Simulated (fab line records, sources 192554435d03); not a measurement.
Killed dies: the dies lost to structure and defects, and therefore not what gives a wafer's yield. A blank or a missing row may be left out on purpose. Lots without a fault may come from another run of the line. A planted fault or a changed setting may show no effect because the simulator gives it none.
The tool behind it: which one? | flow n5 finfet | 9 lots, 27 wafers sampled, at 5 steps of a route of 1938

== WHAT THE GAUGES SHOWED, per wafer ==
N5_HKMG_FIN_INSPECT_61: inspects for defects (macro). Usual: raw defect count at 2.1, with a standard deviation of 1.5.
lot  | measured    | on                | raw defect count | flag
L225 | day 5 17:22 | defect inspect-01 | 5 2 3            |
L227 | day 6 10:47 | defect inspect-01 | 2 1 0            |
L229 | day 6 19:54 | defect inspect-01 | 2 1 1            |
L230 | day 7 01:38 | defect inspect-01 | 0 3 1            |
L232 | day 7 11:44 | defect inspect-02 | 2 0 2            |
L238 | day 8 23:14 | defect inspect-01 | 6 1 3            |
L239 | day 9 06:49 | defect inspect-02 | 0 0 3            |
L240 | day 9 13:32 | defect inspect-02 | 1 3 2            |
L241 | day 9 23:12 | defect inspect-01 | 4 2 2            |

N5_BEOL_M4_RC_MEAS_101. Usual: DIBL_N 36.3 mV/V, standard deviation 1.1; DIBL_P 36.3 mV/V, standard deviation 1.4; IOFF_N 0.155 nA/um, standard deviation 0.019; IOFF_P 0.211 nA/um, standard deviation 0.027; ION_N 672 uA/um, standard deviation 8.5; ION_P 462 uA/um, standard deviation 5.8; SS_N 71.5 mV/dec, standard deviation 0.56; SS_P 73.3 mV/dec, standard deviation 0.52; VT_N 249.9 mV, standard deviation 2.5; VT_P -249.8 mV, standard deviation 2.8.
lot  | measured     | on        | DIBL_N (mV/V)  | DIBL_P (mV/V)  | IOFF_N (nA/um)    | IOFF_P (nA/um)    | ION_N (uA/um) | ION_P (uA/um) | SS_N (mV/dec)  | SS_P (mV/dec)  | VT_N (mV)         | VT_P (mV)            | flag
L225 | day 13 01:34 | prober-02 | 36.7 37.7 36.1 | 37.0 37.7 34.9 | 0.177 0.182 0.156 | 0.217 0.223 0.183 | 689 677 670   | 466 459 456   | 71.6 72.3 71.0 | 74.0 73.2 73.2 | 250.4 245.9 249.7 | -248.3 -247.1 -251.6 |
L227 | day 13 23:12 | prober-02 | 35.9 35.7 35.2 | 36.0 35.8 35.6 | 0.138 0.138 0.128 | 0.162 0.165 0.158 | 662 671 668   | 451 455 456   | 71.5 71.1 70.8 | 73.4 72.9 72.3 | 250.9 253.8 255.3 | -255.3 -253.9 -256.4 |
L229 | day 14 12:06 | prober-01 | 37.2 38.5 36.4 | 36.9 38.1 36.1 | 0.151 0.178 0.139 | 0.183 0.206 0.181 | 670 664 658   | 455 452 447   | 71.2 72.3 71.2 | 73.8 73.0 73.0 | 251.3 250.4 253.2 | -253.2 -249.8 -252.0 |
L230 | day 14 23:47 | prober-01 | 34.7 36.8 35.3 | 33.6 35.7 34.6 | 0.137 0.175 0.146 | 0.184 0.211 0.197 | 666 667 665   | 458 453 458   | 70.4 71.2 70.7 | 72.8 73.8 73.1 | 250.3 248.7 248.0 | -251.3 -250.6 -250.7 |
L232 | day 15 19:02 | prober-02 | 36.0 34.5 36.7 | 35.6 33.9 36.1 | 0.151 0.128 0.169 | 0.238 0.210 0.253 | 667 662 682   | 468 464 467   | 71.7 70.8 71.6 | 73.2 72.8 72.9 | 248.3 253.7 245.5 | -246.1 -245.9 -243.8 |
L238 | day 17 06:04 | prober-02 | 36.5 40.0 37.1 | 36.4 40.9 37.2 | 0.150 0.228 0.171 | 0.210 0.301 0.236 | 676 699 677   | 466 479 471   | 71.5 72.5 71.1 | 72.9 74.0 73.1 | 250.0 242.9 246.3 | -250.0 -244.8 -247.0 |
L239 | day 16 08:40 | prober-01 | 34.9 34.3 34.9 | 37.6 36.8 36.6 | 0.168 0.150 0.157 | 0.241 0.235 0.232 | 668 673 665   | 470 472 465   | 70.4 71.7 71.8 | 73.3 73.1 72.6 | 247.3 249.5 251.7 | -247.3 -244.4 -248.7 |
L240 | day 17 17:07 | prober-01 | 35.6 36.3 36.0 | 35.2 34.7 35.2 | 0.158 0.159 0.158 | 0.210 0.200 0.205 | 682 666 675   | 464 459 458   | 72.1 72.0 71.3 | 73.3 73.4 73.0 | 248.2 249.2 249.8 | -248.4 -250.9 -249.2 |
L241 | day 16 04:41 | prober-02 | 37.2 38.7 37.2 | 36.6 36.8 35.6 | 0.171 0.196 0.161 | 0.241 0.250 0.223 | 678 671 674   | 467 461 464   | 72.2 72.8 71.9 | 73.7 73.2 73.3 | 251.6 246.3 247.5 | -246.2 -246.9 -249.5 |

== EACH LOT AND THE TOOL THAT RAN IT (in order: tool; ch and the chambers of the sampled wafers; start) ==
lot  | N5_SDB_HM_OPEN_20                 | N5_SDB_STRIP_22                     | N5_HKMG_FIN_COAT_41
L225 | rie diel-05 ch 1,2,3, day 5 11:46 | plasma asher-01 ch 0,1, day 5 11:52 | litho track-05 ch 0, day 5 17:05
L227 | rie diel-05 ch 1,2, day 6 04:52   | plasma asher-01 ch 0,1, day 6 04:56 | litho track-05 ch 0, day 6 10:22
L229 | rie diel-02 ch 1,2,3, day 6 14:22 | plasma asher-01 ch 0,1, day 6 14:28 | litho track-05 ch 0, day 6 19:36
L230 | rie diel-02 ch 1,2, day 6 19:46   | plasma asher-02 ch 0,1, day 6 19:53 | litho track-05 ch 0, day 7 01:20
L232 | rie diel-05 ch 0,2,3, day 7 06:18 | plasma asher-02 ch 0,1, day 7 06:23 | litho track-03 ch 0, day 7 11:26
L238 | rie diel-02 ch 0,1, day 8 17:53   | plasma asher-01 ch 0,1, day 8 17:58 | litho track-01 ch 0, day 8 22:49
L239 | rie diel-02 ch 1,2,3, day 9 01:30 | plasma asher-02 ch 0,1, day 9 01:37 | litho track-01 ch 0, day 9 06:23
L240 | rie diel-05 ch 0,1,2, day 9 08:14 | plasma asher-02 ch 0,1, day 9 08:22 | litho track-01 ch 0, day 9 13:07
L241 | rie diel-02 ch 0,3, day 9 17:46   | plasma asher-01 ch 0,1, day 9 17:53 | litho track-05 ch 0, day 9 22:47
- N5_SDB_HM_OPEN_20: chemistry CH3F/O2, target SiNx, stops on poly-Si, target depth 24 nm.
- N5_SDB_STRIP_22: strips in N2/H2.
- N5_HKMG_FIN_COAT_41: time 60 s, resist thk 300 nm.

== AS READ BY THE TOOLS THEMSELVES (means over the sampled wafers that have a number; for cases with no such wafer, the mark the record gives instead) ==
N5_SDB_HM_OPEN_20. Usual: value, then standard deviation, for each; drypump motor current A 5.8 A / 0.44; oes_ar_750_au 0.75 a.u. / 0.074; oes_f_703_au 0.76 a.u. / 0.073; oes product au 0.62 a.u. / 0.062; rf vpp V 297 V / 3.5; showerhead plenum p Torr 2.01 Torr / 0.076; throttle valve pct 16.46 % / 0.13.
lot  | tool        | drypump motor current A (A) | oes_ar_750_au (a.u.) | oes_f_703_au (a.u.) | oes product au (a.u.) | rf vpp V (V) | showerhead plenum p Torr (Torr) | throttle valve pct (%) | flag
L225 | rie diel-05 | 5.9                         | 0.72                 | 0.72                | 0.58                  | 294          | 2.02                            | 16.54                  |
L227 | rie diel-05 | 5.5                         | 0.70                 | 0.69                | 0.56                  | 292          | 1.95                            | 16.56                  |
L229 | rie diel-02 | 5.7                         | 0.79                 | 0.79                | 0.65                  | 299          | 2.03                            | 16.37                  |
L230 | rie diel-02 | 5.7                         | 0.80                 | 0.80                | 0.65                  | 301          | 2.09                            | 16.35                  |
L232 | rie diel-05 | 6.2                         | 0.80                 | 0.79                | 0.66                  | 298          | 2.06                            | 16.45                  |
L238 | rie diel-02 | 5.6                         | 0.73                 | 0.73                | 0.59                  | 298          | 1.97                            | 16.34                  |
L239 | rie diel-02 | 5.7                         | 0.77                 | 0.76                | 0.63                  | 299          | 2.03                            | 16.42                  |
L240 | rie diel-05 | 5.8                         | 0.84                 | 0.84                | 0.69                  | 299          | 2.08                            | 16.35                  |
L241 | rie diel-02 | 5.6                         | 0.74                 | 0.74                | 0.62                  | 296          | 1.92                            | 16.47                  |

N5_SDB_STRIP_22. Usual: drypump motor current A 5.9 A, standard deviation 0.6; heater power w 309 W, standard deviation 16; oes product au 0.715 a.u., standard deviation 0.0045; strip time to endpoint s 96.40 s, standard deviation 0.29.
lot  | tool            | drypump motor current A (A) | heater power w (W) | oes product au (a.u.) | strip time to endpoint s (s) | flag
L225 | plasma asher-01 | 6.0                         | 294                | 0.716                 | 96.29                        |
L227 | plasma asher-01 | 6.0                         | 287                | 0.715                 | 96.54                        |
L229 | plasma asher-01 | 6.0                         | 293                | 0.712                 | 96.40                        |
L230 | plasma asher-02 | 6.1                         | 322                | 0.714                 | 95.88                        |
L232 | plasma asher-02 | 5.6                         | 318                | 0.717                 | 96.56                        |
L238 | plasma asher-01 | 6.1                         | 292                | 0.714                 | 96.27                        |
L239 | plasma asher-02 | 5.6                         | 319                | 0.713                 | 96.75                        |
L240 | plasma asher-02 | 5.6                         | 317                | 0.718                 | 96.06                        |
L241 | plasma asher-01 | 6.0                         | 295                | 0.719                 | 96.56                        |

N5_HKMG_FIN_COAT_41. Usual: exhaust pa 45.0 Pa, standard deviation 1.1; heater power total W 500.7 W, standard deviation 1.8; plate temp C 249.97 C, standard deviation 0.18.
lot  | tool           | exhaust pa (Pa) | heater power total W (W) | plate temp C (C) | flag
L225 | litho track-05 | 44.9            | 499.2                    | 250.04           |
L227 | litho track-05 | 44.9            | 499.3                    | 250.09           |
L229 | litho track-05 | 44.3            | 447.7                    | 229.24           | OFF
L230 | litho track-05 | 46.0            | 450.0                    | 228.92           | OFF
L232 | litho track-03 | 46.9            | 502.1                    | 249.94           |
L238 | litho track-01 | 44.5            | 501.6                    | 250.10           |
L239 | litho track-01 | 45.2            | 501.0                    | 250.26           |
L240 | litho track-01 | 44.1            | 500.0                    | 249.75           |
L241 | litho track-05 | 45.2            | 501.1                    | 249.85           |

== THE ANSWER, worked out from the rows above alone ==
Rule: lot off if the mean of its wafers having a number is beyond 3 standard deviations from the usual mean. A lot without any number at a reading at which 4 lots or more have one is off too. Any other lot the step has rows for is counted as sound. Order of review: gauges by route order, followed by the tools' own readings, for which a lot's mean as printed above is used. At the first step where some lot is off, the reading lying furthest off is the one used; lots without a number count as furthest.
Off: L229, L230, at N5_HKMG_FIN_COAT_41 (plate temp C).
A tool fits if, at that step or a process step before it, it ran every lot that is off, and no sound lot after the first of them. None of those tried fits.

== WHAT THE SIMULATOR HAD INSERTED ==
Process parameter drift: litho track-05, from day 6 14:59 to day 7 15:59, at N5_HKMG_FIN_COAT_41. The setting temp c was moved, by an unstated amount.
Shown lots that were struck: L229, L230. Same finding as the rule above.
